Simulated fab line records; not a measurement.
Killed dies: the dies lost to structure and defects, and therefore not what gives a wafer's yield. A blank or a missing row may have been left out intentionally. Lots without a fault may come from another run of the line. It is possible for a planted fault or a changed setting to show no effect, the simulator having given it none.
fab line records -- flow nand-harc
[record] lots = 6, wafers = 18, last-day = 24
route steps=1159 shown P_M1@315 P_M2@318
lots that met no fault: from a run of the same line without faults
start-h: hours from the record's opening day to when the first of the lot's shown wafers began -- wait-h: hours elapsed since this lot's preceding step -- " as in the row above -- L1.1+2: a row that stands for several wafers -- - value missing, or start not given -- * or withheld: withheld -- < > ~ a bound
route shown NAME@n: NAME is a module with steps in the file, n the number in the route of the first one -- usual: mean/standard deviation taken from wafers without a fault -- same: alike in all rows -- chamber/n: place in a boat -- sites: the reading at each site -- _std_site: standard deviation of those values -- _edge_site: outer sites' mean less inner sites' -- radius-mm: for every site, how far away it sits from the centre of the wafer -- mask NAME#n: copy n -- behind: the last tool/chamber to shape the wafer -- hold: the reason the lot was held/the length of the hold in hours/how it ended -- device: the n, p or np transistor that did not switch -- end of line: the same wafers' tests at the end of the route -- where a step has no rows: the recipe by itself -- killed: not the wafer's yield, but the dies lost to structure and defects at the first sort -- map: per-die view of a wafer (x killed, . not killed, _ where there is no die)
set.NAME: the setting as run; set.NAME@STEP: as run at that earlier step -- model.NAME: the simulator's own value behind a step, which no gauge read
certain route steps with their lots: each step a table, each wafer a row
services: a tool's chamber out of use, with start hour (start-h, from the record's first day; less than 0 if before it), hours out, and reason
[[steps]]
[step NHARC_P_M1_INSPECT_27]
[usual] raw-defect-count = 327/120
lot.wafer,tool,chamber,start-h,wait-h,raw-defect-count
L281.1,defect-inspect-01,-,117.73,0.0,263
L281.2,defect-inspect-01,-,117.73,0.0,297
L281.3,defect-inspect-01,-,117.73,0.0,512
L287.1,defect-inspect-02,-,144.59,0.0,131
L287.4,defect-inspect-02,-,144.59,0.0,407
L287.5,defect-inspect-02,-,144.59,0.0,196
L293.3,defect-inspect-01,-,203.46,0.0,375
L293.5,defect-inspect-01,-,203.46,0.0,328
L293.6,defect-inspect-01,-,203.46,0.0,407
L296.2,defect-inspect-01,-,221.42,0.0,261
L296.3,defect-inspect-01,-,221.42,0.0,325
L296.6,defect-inspect-01,-,221.42,0.0,334
L302.4,defect-inspect-01,-,245.66,0.0,474
L302.5,defect-inspect-01,-,245.66,0.0,356
L302.6,defect-inspect-01,-,245.66,0.0,446
L303.1,defect-inspect-02,-,252.94,0.0,372
L303.3,defect-inspect-02,-,252.94,0.0,314
L303.4,defect-inspect-02,-,252.94,0.0,457
[step NHARC_P_M1_PRE_CLEAN_32]
[recipe] time-s = 12, temp-c = 370, rf-power-w = 300, gas = NH3
[usual] heater-power-w = 603/73
lot.wafer,tool,chamber,start-h,wait-h,heater-power-w
L281.1,pecvd-02,1,117.80,0.1,484
L281.2,pecvd-02,2,117.80,0.1,686
L281.3,pecvd-02,0,117.80,0.1,484
L287.1,pecvd-04,2,144.67,0.1,628
L287.5,pecvd-04,1,144.67,0.1,627
L287.4,pecvd-04,2,144.67,0.1,627
L293.3,pecvd-01,1,203.55,0.1,568
L293.6,pecvd-01,0,203.55,0.1,671
L293.5,pecvd-01,1,203.55,0.1,570
L296.2,pecvd-02,1,221.96,0.5,551
L296.3,pecvd-02,0,221.96,0.5,496
L296.6,pecvd-02,0,221.96,0.5,491
L302.6,pecvd-02,1,245.79,0.1,523
L302.4,pecvd-02,2,245.79,0.1,699
L302.5,pecvd-02,0,245.79,0.1,535
L303.1,pecvd-04,1,253.02,0.1,522
L303.3,pecvd-04,2,253.02,0.1,582
L303.4,pecvd-04,1,253.02,0.1,541
[step NHARC_P_M1_DEP_33]
[recipe] target-thk-a = 300, temp-c = 370, target-thk-nm = 30, pressure-torr = 3, flow-sccm = 200, rf-w = 450, material = SiCN
[usual] heater-power-w = 546/75, showerhead-vpp-V = 1326/79
lot.wafer,tool,chamber,start-h,wait-h,heater-power-w,showerhead-vpp-V
L281.1,pecvd-02,1,117.88,0.1,510,1393
L281.2,pecvd-02,2,117.88,0.1,660,1247
L281.3,pecvd-02,0,117.88,0.1,439,1385
L287.1,pecvd-04,2,144.78,0.1,521,1185
L287.5,pecvd-04,1,144.78,0.1,496,1347
L287.4,pecvd-04,2,144.78,0.1,526,1207
L293.3,pecvd-01,1,203.69,0.1,521,1307
L293.6,pecvd-01,0,203.69,0.1,666,1422
L293.5,pecvd-01,1,203.69,0.1,526,1300
L296.2,pecvd-02,1,222.04,0.1,472,1429
L296.3,pecvd-02,0,222.04,0.1,520,1367
L296.6,pecvd-02,0,222.04,0.1,503,1382
L302.6,pecvd-02,1,245.96,0.2,431,1435
L302.4,pecvd-02,2,245.96,0.2,595,1242
L302.5,pecvd-02,0,245.96,0.2,449,1372
L303.1,pecvd-04,1,253.13,0.1,478,1347
L303.3,pecvd-04,2,253.13,0.1,559,1205
L303.4,pecvd-04,1,253.13,0.1,478,1361
[step NHARC_P_M2_DEP_00]
[recipe] target-thk-a = 1825, target-thk-nm = 182.5, temp-c = withheld, pressure-torr = 5, flow-sccm = 200, rf-w = 600, material = SiOC
[step NHARC_P_M2_DEHYDRATE_01]
[recipe] temp-c = 150, time-s = 120
[step NHARC_P_M2_HMDS_02]
[recipe] time-s = 30
[step NHARC_P_M2_COAT_34]
[recipe] temp-c = 200, time-s = 65
[step NHARC_P_M2_COAT_03]
[recipe] spin-rpm = 1500, resist-thk-nm = 90
[step NHARC_P_M2_SOFTBAKE_04]
[recipe] temp-c = 105, time-s = 55
[step NHARC_P_M2_EBR_05]
[step NHARC_P_M2_EXPOSE_06]
[recipe] na = 1.35, target-cd-nm = 170, dose-mj = 80.78, mask-id = P_M2
[step NHARC_P_M2_PEB_07]
[recipe] peb-temp-c = 100, peb-time-s = 65
lot.wafer,tool,chamber,start-h,wait-h
L281.1+2+3,litho-track-01,0,118.92,0.1
L287.1+4+5,litho-track-01,0,145.89,0.1
L293.3+5+6,litho-track-01,0,204.94,0.0
L296.2+3+6,litho-track-01,0,223.20,0.1
L302.4+5+6,litho-track-06,0,246.86,0.0
L303.1+3+4,litho-track-04,0,254.20,0.1
[step NHARC_P_M2_DEVELOP_08]
[recipe] develop-time-s = 35, dev-temp-c = 23
[step NHARC_P_M2_CD_MEAS_09]
[recipe] target-cd-nm = 170, landing-energy-ev = 500
[usual] cd-nm = 170.0/0.47
lot.wafer,tool,chamber,start-h,wait-h,cd-nm
L281.1,cd-sem-03,0,119.00,-,169.4
L281.2,cd-sem-03,0,119.00,-,169.6
L281.3,cd-sem-03,0,119.00,-,170.0
L287.1,cd-sem-02,0,145.97,-,170.5
L287.4,cd-sem-02,0,145.97,-,170.6
L287.5,cd-sem-02,0,145.97,-,170.3
L293.3,cd-sem-03,0,205.02,-,170.0
L293.5,cd-sem-03,0,205.02,-,187.5
L293.6,cd-sem-03,0,205.02,-,169.6
L296.2,cd-sem-01,0,223.28,-,188.2
L296.3,cd-sem-01,0,223.28,-,170.7
L296.6,cd-sem-01,0,223.28,-,170.4
L302.4,cd-sem-02,0,246.94,-,170.4
L302.5,cd-sem-02,0,246.94,-,170.1
L302.6,cd-sem-02,0,246.94,-,170.2
L303.1,cd-sem-02,0,254.28,-,169.9
L303.3,cd-sem-02,0,254.28,-,169.4
L303.4,cd-sem-02,0,254.28,-,169.8
[step NHARC_P_M2_OVL_MEAS_10]
[recipe] pitch-nm = 340
[usual] overlay-x-nm = -0.2/0.92, overlay-y-nm = -0.2/0.78
lot.wafer,tool,chamber,start-h,wait-h,overlay-x-nm,overlay-y-nm
L281.1,overlay-01,-,119.09,-,-0.5,0.2
L281.2,overlay-01,-,119.09,-,-0.4,0.6
L281.3,overlay-01,-,119.09,-,-0.2,0.8
L287.1,overlay-02,-,146.07,-,1.6,-1.2
L287.4,overlay-02,-,146.07,-,1.5,-1.6
L287.5,overlay-02,-,146.07,-,1.4,-0.9
L293.3,overlay-01,-,205.10,-,-1.0,-1.0
L293.5,overlay-01,-,205.10,-,-0.5,-1.1
L293.6,overlay-01,-,205.10,-,-1.0,-1.2
L296.2,overlay-02,-,223.37,-,0.5,0.6
L296.3,overlay-02,-,223.37,-,0.2,0.6
L296.6,overlay-02,-,223.37,-,1.1,0.5
L302.4,overlay-02,-,247.02,-,-0.1,0.0
L302.5,overlay-02,-,247.02,-,-0.2,0.0
L302.6,overlay-02,-,247.02,-,0.0,-0.4
L303.1,overlay-02,-,254.36,-,0.2,0.8
L303.3,overlay-02,-,254.36,-,0.0,0.6
L303.4,overlay-02,-,254.36,-,-0.1,0.1
[step NHARC_P_M2_INSPECT_11]
[usual] raw-defect-count = 4.4/2.3
lot.wafer,tool,chamber,start-h,wait-h,raw-defect-count
L281.1,defect-inspect-02,-,119.13,0.0,1
L281.2,defect-inspect-02,-,119.13,0.0,1
L281.3,defect-inspect-02,-,119.13,0.0,5
L287.1,defect-inspect-02,-,146.11,0.0,4
L287.4,defect-inspect-02,-,146.11,0.0,5
L287.5,defect-inspect-02,-,146.11,0.0,5
L293.3,defect-inspect-01,-,205.14,0.0,5
L293.5,defect-inspect-01,-,205.14,0.0,8
L293.6,defect-inspect-01,-,205.14,0.0,1
L296.2,defect-inspect-01,-,223.41,0.0,4
L296.3,defect-inspect-01,-,223.41,0.0,1
L296.6,defect-inspect-01,-,223.41,0.0,5
L302.4,defect-inspect-01,-,247.06,0.0,3
L302.5,defect-inspect-01,-,247.06,0.0,7
L302.6,defect-inspect-01,-,247.06,0.0,8
L303.1,defect-inspect-01,-,254.40,0.0,2
L303.3,defect-inspect-01,-,254.40,0.0,0
L303.4,defect-inspect-01,-,254.40,0.0,2
[step NHARC_P_M2_DESCUM_14]
[recipe] time-s = 3, o2-flow-sccm = 200, ar-flow-sccm = 0, bias-power-w = 0, chemistry = O2
[usual] drypump-motor-current-A = 5.78/0.17, oes-product-au = 1.003/0.0084, rf-vpp-V = 57.8/0.98, showerhead-plenum-p-Torr = 1.93/0.099, throttle-valve-pct = 11.311/0.01
lot.wafer,tool,chamber,start-h,wait-h,drypump-motor-current-A,oes-product-au,rf-hours-counter-h,rf-vpp-V,showerhead-plenum-p-Torr,throttle-valve-pct,model.P_M2.cd-nm
L281.2,rie-diel-06,2,119.42,0.3,5.71,1.010,2,57.6,1.84,11.309,169.6
L281.1,rie-diel-06,0,119.42,0.3,5.66,1.005,2,56.5,1.80,11.309,169.1
L281.3,rie-diel-06,0,119.42,0.3,5.64,0.995,-,57.6,1.80,11.289,170.1
L287.4,rie-diel-06,2,146.19,0.1,5.68,0.994,3,57.8,1.84,11.309,170
L287.1,rie-diel-06,3,146.19,0.1,5.98,0.993,3,59.0,1.99,11.293,170.5
L287.5,rie-diel-06,1,146.19,0.1,5.93,1.002,-,59.6,2.05,11.325,170.1
L293.3,rie-diel-06,1,205.21,0.1,5.91,1.014,4,58.6,2.05,11.302,170.3
L293.5,rie-diel-06,0,205.21,0.1,5.65,1.020,-,57.4,1.80,11.309,187.5
L293.6,rie-diel-06,1,205.21,0.1,5.90,1.011,-,59.0,2.05,11.304,170
L296.3,rie-diel-06,0,223.51,0.1,5.66,1.019,6,58.9,1.80,11.314,170.6
L296.2,rie-diel-06,3,223.51,0.1,5.95,1.000,6,59.2,1.99,11.309,187.8
L296.6,rie-diel-06,1,223.51,0.1,5.90,1.014,-,57.6,2.05,11.299,169.8
L302.4,rie-diel-10,3,247.13,0.1,5.88,0.987,15,57.1,2.04,11.328,171
L302.6,rie-diel-10,2,247.13,0.1,6.02,0.993,-,58.6,1.98,11.325,170
L302.5,rie-diel-10,3,247.13,0.1,5.91,1.000,-,58.0,2.04,11.311,170.2
L303.3,rie-diel-06,2,254.46,0.1,5.72,0.988,0,57.5,1.84,11.334,168.9
L303.4,rie-diel-06,3,254.46,0.1,5.91,0.997,0,57.3,1.99,11.322,169.2
L303.1,rie-diel-06,1,254.46,0.1,5.92,1.016,0,57.6,2.05,11.306,169.5
[step NHARC_P_M2_ETCH_35]
[recipe] target-depth-a = 400, overetch-a = 120, time-s = 43.94, ion-energy-ev = 200, n2-flow-sccm = 150, h2-flow-sccm = 150, ar-flow-sccm = 0, rf-w = 400, bias-w = 150, chemistry = N2/H2
[usual] bias-w = 150.0/0.44, drypump-motor-current-A = 5.79/0.17, oes-product-au = 1.002/0.0084, rf-vpp-V = 431/3.2, showerhead-plenum-p-Torr = 2.06/0.11, throttle-valve-pct = 14.173/0.0085
lot.wafer,tool,chamber,start-h,wait-h,bias-w,drypump-motor-current-A,oes-product-au,rf-hours-counter-h,rf-vpp-V,showerhead-plenum-p-Torr,throttle-valve-pct
L281.1,rie-diel-06,0,119.80,0.3,150.4,5.65,1.001,2,426,1.91,14.178
L281.2,rie-diel-06,2,119.80,0.3,149.7,5.74,1.006,2,428,1.96,14.179
L281.3,rie-diel-06,2,119.80,0.3,149.8,5.72,1.010,-,428,1.96,14.162
L287.1,rie-diel-06,3,146.26,0.1,150.0,5.96,1.007,3,434,2.12,14.176
L287.4,rie-diel-06,1,146.26,0.1,150.9,5.91,1.012,2,434,2.19,14.173
L287.5,rie-diel-06,3,146.26,0.1,149.3,5.94,0.994,-,434,2.12,14.172
L293.3,rie-diel-06,1,205.30,0.1,150.6,5.92,1.012,4,432,2.19,14.183
L293.6,rie-diel-06,3,205.30,0.1,149.9,5.99,1.000,-,432,2.12,14.171
L293.5,rie-diel-06,0,205.30,0.1,150.7,5.64,0.999,-,428,1.91,14.177
L296.3,rie-diel-06,0,223.61,0.1,149.6,5.66,1.009,6,427,1.91,14.181
L296.2,rie-diel-06,1,223.61,0.1,150.0,5.93,1.002,5,435,2.19,14.173
L296.6,rie-diel-06,0,223.61,0.1,150.2,5.65,1.003,-,429,1.91,14.170
L302.4,rie-diel-10,0,247.22,0.1,149.9,5.34,0.973,13,434,2.16,14.165
L302.6,rie-diel-10,2,247.22,0.1,149.9,6.01,0.993,-,433,2.11,14.184
L302.5,rie-diel-10,3,247.22,0.1,150.3,5.91,0.989,-,435,2.18,14.169
L303.3,rie-diel-06,0,254.55,0.1,149.8,5.66,1.004,0,426,1.91,14.164
L303.1,rie-diel-06,2,254.55,0.1,150.0,5.74,0.989,0,427,1.96,14.178
L303.4,rie-diel-06,3,254.55,0.1,150.7,5.97,1.004,0,433,2.12,14.185
[step NHARC_P_M2_ETCH_15]
[recipe] target-depth-a = 1825, time-s = 91.2, c4f8-flow-sccm = withheld, ar-flow-sccm = 400, rf-w = 600, bias-w = 300, chemistry = C4F8/Ar
[usual] bias-w = 299.9/0.97, oes-product-au = 0.952/0.021, rf-vpp-V = 441/3.2
lot.wafer,tool,chamber,start-h,wait-h,bias-w,oes-product-au,rf-hours-counter-h,rf-vpp-V
L281.3,rie-diel-06,3,119.92,0.1,299.0,0.993,1,443
L281.1,rie-diel-06,0,119.92,0.1,299.7,0.934,2,436
L281.2,rie-diel-06,2,119.92,0.1,298.7,0.923,2,439
L287.1,rie-diel-06,2,-,-,301.9,0.984,3,439
L287.4,rie-diel-06,3,-,-,300.1,0.974,3,443
L287.5,rie-diel-06,2,-,-,300.5,0.982,-,439
L293.3,rie-diel-06,3,-,-,300.8,0.964,5,443
L293.6,rie-diel-06,3,-,-,301.2,0.978,-,443
L293.5,rie-diel-06,0,-,-,299.4,0.972,-,436
L296.3,rie-diel-06,0,-,-,299.6,0.951,6,439
L296.2,rie-diel-06,2,-,-,298.7,0.961,6,438
L296.6,rie-diel-06,0,-,-,299.2,0.958,-,437
L302.4,rie-diel-10,1,-,-,301.2,0.925,15,441
L302.5,rie-diel-10,0,-,-,300.1,0.921,-,446
L302.6,rie-diel-10,1,-,-,300.8,0.929,-,440
L303.1,rie-diel-06,0,-,-,300.4,0.976,0,437
L303.4,rie-diel-06,1,-,-,301.4,0.980,0,446
L303.3,rie-diel-06,2,-,-,300.4,0.942,0,439
[step NHARC_P_M2_CD_MEAS_16]
[usual] cd-nm = 169.9/0.61
lot.wafer,tool,chamber,start-h,wait-h,cd-nm
L281.1,cd-sem-03,-,120.07,-,168.9
L281.2,cd-sem-03,-,120.07,-,169.9
L281.3,cd-sem-03,-,120.07,-,170.0
L287.1,cd-sem-01,-,146.47,-,170.5
L287.4,cd-sem-01,-,146.47,-,170.1
L287.5,cd-sem-01,-,146.47,-,170.2
L293.3,cd-sem-01,-,205.51,-,170.8
L293.5,cd-sem-01,-,205.51,-,188.0
L293.6,cd-sem-01,-,205.51,-,170.0
L296.2,cd-sem-01,-,223.83,-,187.8
L296.3,cd-sem-01,-,223.83,-,170.5
L296.6,cd-sem-01,-,223.83,-,169.5
L302.4,cd-sem-03,-,247.45,-,170.8
L302.5,cd-sem-03,-,247.45,-,170.1
L302.6,cd-sem-03,-,247.45,-,170.5
L303.1,cd-sem-03,-,254.77,-,169.3
L303.3,cd-sem-03,-,254.77,-,168.3
L303.4,cd-sem-03,-,254.77,-,169.0
[step NHARC_P_M2_STRIP_18]
[recipe] power-w = 1000, n2-flow-sccm = 150, h2-flow-sccm = 150, ar-flow-sccm = 0, bias-w = 0, chemistry = N2/H2
[usual] drypump-motor-current-A = 5.80/0.17, oes-product-au = 1.000/0.008, rf-vpp-V = 90.9/0.98, showerhead-plenum-p-Torr = 2.06/0.1, throttle-valve-pct = 14.172/0.009
[same] bias-w = 0
lot.wafer,tool,chamber,start-h,wait-h,drypump-motor-current-A,oes-product-au,rf-hours-counter-h,rf-vpp-V,showerhead-plenum-p-Torr,throttle-valve-pct
L281.3,rie-diel-06,0,120.14,0.1,5.68,1.008,2,90.9,1.91,14.155
L281.2,rie-diel-06,2,120.14,0.1,5.70,0.985,2,89.1,1.96,14.148
L281.1,rie-diel-06,3,120.14,0.1,5.97,1.005,1,91.8,2.12,14.168
L287.1,rie-diel-10,2,146.57,0.1,6.05,1.009,21,91.0,2.12,14.179
L287.4,rie-diel-10,3,146.57,0.1,5.90,0.986,20,92.3,2.19,14.173
L287.5,rie-diel-10,2,146.57,0.1,6.06,1.004,-,90.7,2.12,14.175
L293.3,rie-diel-06,3,205.66,0.1,5.95,0.998,5,90.4,2.12,14.175
L293.6,rie-diel-06,0,205.66,0.1,5.65,1.001,-,89.7,1.91,14.176
L293.5,rie-diel-06,1,205.66,0.1,5.91,1.008,-,93.4,2.19,14.175
L296.3,rie-diel-06,3,223.93,0.1,5.94,1.015,6,92.1,2.12,14.175
L296.2,rie-diel-06,0,223.93,0.1,5.68,1.010,6,89.9,1.91,14.187
L296.6,rie-diel-06,3,223.93,0.1,5.94,1.008,-,89.2,2.12,14.166
L302.4,rie-diel-10,0,247.56,0.1,5.28,1.005,13,91.5,2.16,14.182
L302.6,rie-diel-10,2,247.56,0.1,6.10,1.007,-,90.2,2.11,14.181
L302.5,rie-diel-10,3,247.56,0.1,5.88,1.001,-,90.5,2.18,14.164
L303.4,rie-diel-06,1,254.84,0.1,5.90,1.011,0,91.8,2.19,14.173
L303.3,rie-diel-06,3,254.84,0.1,5.97,0.993,0,90.1,2.12,14.173
L303.1,rie-diel-06,0,254.84,0.1,5.64,1.006,0,89.3,1.91,14.170
[step NHARC_P_M2_ETCH_28]
[recipe] target-depth-a = 300, over-etch-frac = 0.3, time-s = 72.99, ion-energy-ev = 150, cf4-flow-sccm = 50, n2-flow-sccm = 100, ar-flow-sccm = 150, rf-w = 300, bias-w = 100, chemistry = CF4/N2
[usual] bias-w = 99.99/0.29, cf4-flow-sccm = 49.99/0.12, drypump-motor-current-A = 5.81/0.17, oes-product-au = 1.003/0.0079, rf-vpp-V = 314.6/2.4, showerhead-plenum-p-Torr = 2.66/0.13, throttle-valve-pct = 19.794/0.0084
lot.wafer,tool,chamber,start-h,wait-h,bias-w,cf4-flow-sccm,drypump-motor-current-A,oes-product-au,rf-hours-counter-h,rf-vpp-V,showerhead-plenum-p-Torr,throttle-valve-pct,model.P_M2.cd-nm
L281.2,rie-diel-06,0,-,-,99.99,50.10,5.65,1.004,2,310.6,2.48,19.772,169.3
L281.1,rie-diel-06,2,-,-,99.43,49.87,5.73,1.003,2,312.9,2.54,19.781,169.2
L281.3,rie-diel-06,3,-,-,100.48,50.02,5.98,0.992,1,314.5,2.72,19.792,170.5
L287.1,rie-diel-10,2,-,-,100.23,50.08,6.05,1.006,21,316.1,2.72,19.797,170.3
L287.4,rie-diel-10,0,-,-,99.95,50.14,5.31,1.005,24,315.9,2.78,19.813,170.3
L287.5,rie-diel-10,2,-,-,100.00,50.02,6.09,1.001,-,315.9,2.72,19.794,170.2
L293.3,rie-diel-06,0,-,-,100.12,49.95,5.63,1.023,6,310.6,2.47,19.809,170.4
L293.5,rie-diel-06,3,-,-,99.93,49.80,5.95,1.004,-,316.6,2.72,19.796,187.7
L293.6,rie-diel-06,0,-,-,100.74,50.15,5.63,1.012,-,310.9,2.48,19.794,169.7
L296.2,rie-diel-06,3,-,-,100.04,50.08,5.96,1.007,6,316.9,2.72,19.800,187.7
L296.3,rie-diel-06,0,-,-,99.82,50.01,5.64,1.017,6,310.9,2.47,19.794,170
L296.6,rie-diel-06,3,-,-,99.58,49.91,5.97,1.006,-,316.4,2.72,19.809,169.4
L302.4,rie-diel-10,0,-,-,100.46,50.05,5.30,0.992,13,317.6,2.77,19.793,171.2
L302.6,rie-diel-10,2,-,-,100.27,50.21,6.06,1.001,-,316.1,2.71,19.795,169.9
L302.5,rie-diel-10,3,-,-,100.62,49.96,5.87,0.999,-,317.1,2.79,19.798,169.8
L303.3,rie-diel-06,2,-,-,100.03,50.01,5.69,0.985,0,311.5,2.53,19.808,168.3
L303.1,rie-diel-06,3,-,-,100.40,50.16,5.95,1.001,0,315.8,2.72,19.783,169.4
L303.4,rie-diel-06,0,-,-,99.38,50.02,5.62,1.016,0,312.0,2.47,19.794,169.3
[step NHARC_P_M2_STRIP_19]
[recipe] time-s = 600, temp-c = 30, chemistry = post-etch-residue-remover
[[services]]
tool,chamber,start-h,hours,kind
pecvd-01,1,94.73,4.3,repair
rie-diel-06,0,97.70,-,clean
rie-diel-06,1,97.70,-,clean
rie-diel-06,2,97.70,-,clean
rie-diel-06,3,97.70,-,clean
pecvd-02,2,105.61,9.4,repair
rie-diel-06,3,111.42,8.4,repair
rie-diel-06,2,113.18,4.5,repair
rie-diel-06,1,115.19,13.4,repair
litho-track-06,-,117.00,7.0,pm
rie-diel-10,-,126.92,0.3,repair
rie-diel-06,2,127.75,8.4,repair
pecvd-02,0,135.89,16.4,repair
litho-track-04,-,141.00,7.0,pm
pecvd-02,-,153.00,13.0,pm
pecvd-04,0,173.74,7.8,repair
rie-diel-10,-,176.58,9.0,pm
rie-diel-06,1,183.30,7.1,repair
rie-diel-10,0,188.05,8.4,repair
pecvd-04,-,195.22,13.0,pm
pecvd-02,2,203.38,2.1,repair
rie-diel-06,3,227.15,13.6,repair
pecvd-01,-,237.05,13.0,pm
rie-diel-06,-,241.20,9.0,pm
[[key]]
[first-sign] step = NHARC_P_M2_CD_MEAS_09, reading = cd-nm, direction = up, sigmas = 38, usual = 170.0, struck = 187.8
[effect] step = NHARC_P_M2_CD_MEAS_16, reading = cd-nm, direction = up, sigmas = 29, usual = 169.9, struck = 187.9
[model-effect] step = NHARC_P_M2_DESCUM_14, value = P_M2.cd-nm, without = 170.2, struck = 187.6
[model-effect] step = NHARC_P_M2_ETCH_28, value = P_M2.cd-nm, without = 170.2, struck = 187.7
met-at NHARC_P_M2_PEB_07
struck-wafers L293.5,L296.2
sort-left-out L293.5,L296.2
onset-between 145.89 204.94
[fault] kind = process-parameter-drift, tool = litho-track-01, chamber = -, onset-h = 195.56, steps = NHARC_P_M2_PEB_07, channel = peb-time-s, offset = *, shape = step, end-h = 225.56, scope = struck-wafers-only, acts-in = *, stated = *
// sort-left-out: the simulated sort isn't trusted on such a fault, so these wafers' sort isn't shown, and their yield isn't known
